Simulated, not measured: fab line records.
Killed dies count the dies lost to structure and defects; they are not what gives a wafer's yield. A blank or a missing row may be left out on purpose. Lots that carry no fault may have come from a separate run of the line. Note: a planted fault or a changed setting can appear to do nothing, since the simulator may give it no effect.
A single fault, viewed from 3 desks    flow n5-finfet    numbers are kept per desk, each desk with only its own; the story behind them comes last

## AT THE METROLOGY DESK
Means of the sampled wafers that have a number, per lot and without regard to the tool the lot ran on: this is what the gauges read. The brackets show how far a lot's mean lies from the usual mean; more than 4 standard deviations puts the lot out of limits, marked OUT.
Columns: A = cd-nm at N5_MIM_TOP_LITHO_CD_MEAS_08, usual 1999.6 nm; B = MIM_TOP_OVL at N5_MIM_TOP_LITHO_OVL_MEAS_11, usual 0 nm; C = cd-nm at N5_MIM_BOT_LITHO_CD_MEAS_08, usual 3000.1 nm; D = MIM_BOT_OVL at N5_MIM_BOT_LITHO_OVL_MEAS_11, usual -1 nm
lot   first seen here  A       B   C       D
L558  day 11 21:57     2000.5  4   2997.8  -2
L566  day 14 00:21     1998.6  -1  2999.9  2
L567  day 14 01:57     1999.2  -2  3000.6  -1
L569  day 15 00:25     1999.9  6   3002.1  -6
L580  day 17 15:35     1999.8  -7  3000.6  7
L579  day 18 00:34     1999.7  1   3000.8  -4
This desk found nothing out of limits on any of the 6 lots.

## AT THE TOOL OWNER'S DESK: pecvd-02
The tool's own readings at N5_MIM_TOP_ETCH_PECVD_03 (deposits SiNx from SiH4/NH3/N2, target thk 20 nm, time 17.6 s): means of the sampled wafers that have a number, for each lot that ran on this tool. The brackets show how far a lot's mean lies from the usual mean; more than 4 standard deviations puts the lot out of limits, marked OUT.
Columns: A = heater-power-w at N5_MIM_TOP_ETCH_PECVD_03, usual 802 W; B = showerhead-plenum-p-Torr at N5_MIM_TOP_ETCH_PECVD_03, usual 5.14 Torr; C = showerhead-vpp-V at N5_MIM_TOP_ETCH_PECVD_03, usual 1059 V; D = throttle-valve-pct at N5_MIM_TOP_ETCH_PECVD_03, usual 39.7 %
lot   first seen here  A    B     C     D
L558  day 11 22:22     857  5.14  1059  39.7
L566  day 14 00:49     790  5.14  1073  39.3
L567  day 14 02:20     795  5.15  1077  39.4
L569  day 15 03:13     797  5.17  1090  38.9
L580  day 17 15:58     831  5.15  1056  40.0
This desk found nothing out of limits on any of the 5 lots.

## THE DEFECT DESK
What the inspections along the route counted, lot by lot: means of the sampled wafers that have a number. The brackets show how far a lot's mean lies from the usual mean; more than 4 standard deviations puts the lot out of limits, marked OUT.
Columns: A = raw-defect-count at N5_MIM_TOP_LITHO_INSPECT_12, usual 2.3; B = raw-defect-count at N5_MIM_BOT_LITHO_INSPECT_12, usual 2.2
lot   first seen here  A    B
L558  day 11 22:00     2.3  2.0
L566  day 14 00:24     4.0  2.0
L567  day 14 02:00     2.7  2.3
L569  day 15 00:28     3.5  2.0
L580  day 17 15:38     1.7  3.3
L579  day 18 00:37     2.0  3.0
This desk found nothing out of limits on any of the 6 lots.

## BROUGHT TOGETHER
The metrology desk saw nothing out of limits.
The tool owner's desk saw nothing out of limits.
Nothing the defect desk looked at was out of limits.

## WHAT THE SIMULATOR HAD INSERTED
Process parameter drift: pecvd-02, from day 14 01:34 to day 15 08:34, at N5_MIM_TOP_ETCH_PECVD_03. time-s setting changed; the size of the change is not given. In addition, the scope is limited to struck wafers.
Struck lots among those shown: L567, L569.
